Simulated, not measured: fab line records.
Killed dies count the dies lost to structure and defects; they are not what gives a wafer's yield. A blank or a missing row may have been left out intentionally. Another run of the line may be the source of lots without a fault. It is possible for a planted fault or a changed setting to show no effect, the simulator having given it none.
Chamber matching | flow nandHarc | NHARC_A_CHANNEL_HOLE_D1_ETCH_34 on rieDiel-08 has 4 sister chambers
The step etches the open film in CF4/CHF3, target depth 154 nm, time 77 s. 4 wafers are shown with their chamber, then 7 later ones without.

== WAFERS, EACH WITH ITS CHAMBER ==
wafer  | chamber | drypumpMotorCurrentA (A)
L999.5 | 3       | 6.0
L101.4 | 2       | 5.5
L102.5 | 1       | 4.9
L108.2 | 0       | 5.1

== WAFERS WHOSE CHAMBER IS MISSING ==
wafer  | drypumpMotorCurrentA (A)
L110.2 | 4.9
L110.5 | 6.0
L111.1 | 6.0
L111.4 | 5.5
L117.2 | 5.2
L117.3 | 5.5
L117.4 | 6.0

== WHICH CHAMBER EACH WENT THROUGH ==
wafer  | from the rows above | in truth
L110.2 | 1                   | 1
L110.5 | 3                   | 3
L111.1 | 3                   | 3
L111.4 | 2                   | 2
L117.2 | 0                   | 0
L117.3 | 2                   | 2
L117.4 | 3                   | 3
Placed correctly: 7 of 7. From these rows, 0 cannot be placed. Number placed wrongly: 0.
How it was worked out, from the rows above alone: a wafer's distance from a chamber is the root of the sum, over the readings, of the square of ((its reading less the chamber's mean) divided by the reading's scatter). If the next closest chamber is less than 2 further off than the closest, the wafer can't be placed; otherwise it belongs to the closest. Each chamber's mean is taken over the wafers shown for it. The scatter: with one shown wafer a chamber, the root of the mean of the squares of how far each hidden wafer lies from its nearest shown one.
